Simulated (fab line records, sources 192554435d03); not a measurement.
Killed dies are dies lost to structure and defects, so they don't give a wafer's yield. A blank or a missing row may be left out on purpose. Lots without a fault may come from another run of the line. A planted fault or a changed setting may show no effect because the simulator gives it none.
Chamber matching | flow n5_finfet | N5_BEOL_M9_CMP_52 on cmp-04: 4 sister chambers
The step polishes, stops on SiCOH lowk, t overpolish 7 s, target thk 140 nm. 16 wafers are shown with their chamber, then 8 later ones without.

WAFERS WITH THEIR CHAMBER
wafer  | chamber | motor_current_A (A) | time_to_endpoint_s (s) | head_pressure_psi (psi)
L075.1 | 2       | 6.9                 | 62                     | 1.0028
L075.2 | 1       | 6.8                 | 65                     | 0.9998
L075.5 | 1       | 6.6                 | 60                     | 1.0003
L082.1 | 2       | 7.3                 | 60                     | 0.9975
L082.2 | 3       | 6.4                 | 64                     | 0.9964
L082.5 | 1       | 6.6                 | 65                     | 0.9980
L083.3 | 2       | 7.1                 | 60                     | 0.9980
L083.5 | 0       | 5.5                 | 65                     | 0.9999
L083.6 | 1       | 6.6                 | 67                     | 1.0013
L084.2 | 0       | 5.6                 | 63                     | 1.0035
L084.4 | 3       | 6.5                 | 63                     | 0.9975
L084.6 | 2       | 7.0                 | 61                     | 1.0035
L089.1 | 0       | 5.9                 | 66                     | 0.9993
L089.2 | 2       | 7.4                 | 62                     | 0.9997
L089.3 | 1       | 6.3                 | 66                     | 0.9996
L088.1 | 2       | 7.0                 | 62                     | 0.9993

SIGNATURES (means of the wafers above)
reading            | chamber 0 | chamber 1 | chamber 2 | chamber 3 | scatter within a chamber
motor_current_A    | 5.667     | 6.580     | 7.117     | 6.450     | 0.184
time_to_endpoint_s | 64.67     | 64.60     | 61.17     | 63.50     | 1.81
head_pressure_psi  | 1.000900  | 0.999800  | 1.000133  | 0.996950  | 0.00199
Rule: a wafer's distance from a chamber is the root of the sum, over the readings, of the square of ((its reading less the chamber's mean) divided by the reading's scatter). The wafer belongs to the nearest chamber; if the next one is less than 2 further off, it can't be placed. The scatter: the root of (the sum of the squares of (reading less its chamber's mean) over the shown wafers, divided by (wafers less chambers)).

WAFERS WITHOUT THEIR CHAMBER
wafer  | motor_current_A (A) | time_to_endpoint_s (s) | head_pressure_psi (psi)
L088.4 | 6.2                 | 66                     | 0.9989
L088.6 | 5.7                 | 66                     | 1.0011
L094.2 | 6.4                 | 62                     | 1.0000
L094.3 | 6.5                 | 68                     | 0.9996
L094.6 | 6.7                 | 61                     | 0.9982
L095.2 | 6.3                 | 61                     | 1.0015
L095.3 | 5.8                 | 66                     | 0.9981
L095.4 | 6.3                 | 65                     | 1.0014

WHICH CHAMBER EACH WENT THROUGH
wafer  | from the rows above               | in truth
L088.4 | can't be placed: 3 or 1 or 0      | 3
L088.6 | 0                                 | 0
L094.2 | can't be placed: 1 or 3           | 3
L094.3 | can't be placed: 1 or 3           | 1
L094.6 | can't be placed: 3 or 1 or 2      | 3
L095.2 | can't be placed: 1 or 3 or 0 or 2 | 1
L095.3 | 0                                 | 0
L095.4 | can't be placed: 1 or 3 or 0      | 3
Placed correctly: 2 of 8. Can't be placed from these rows: 6 (the true chamber is among the candidates in 6). Placed wrongly: 0.
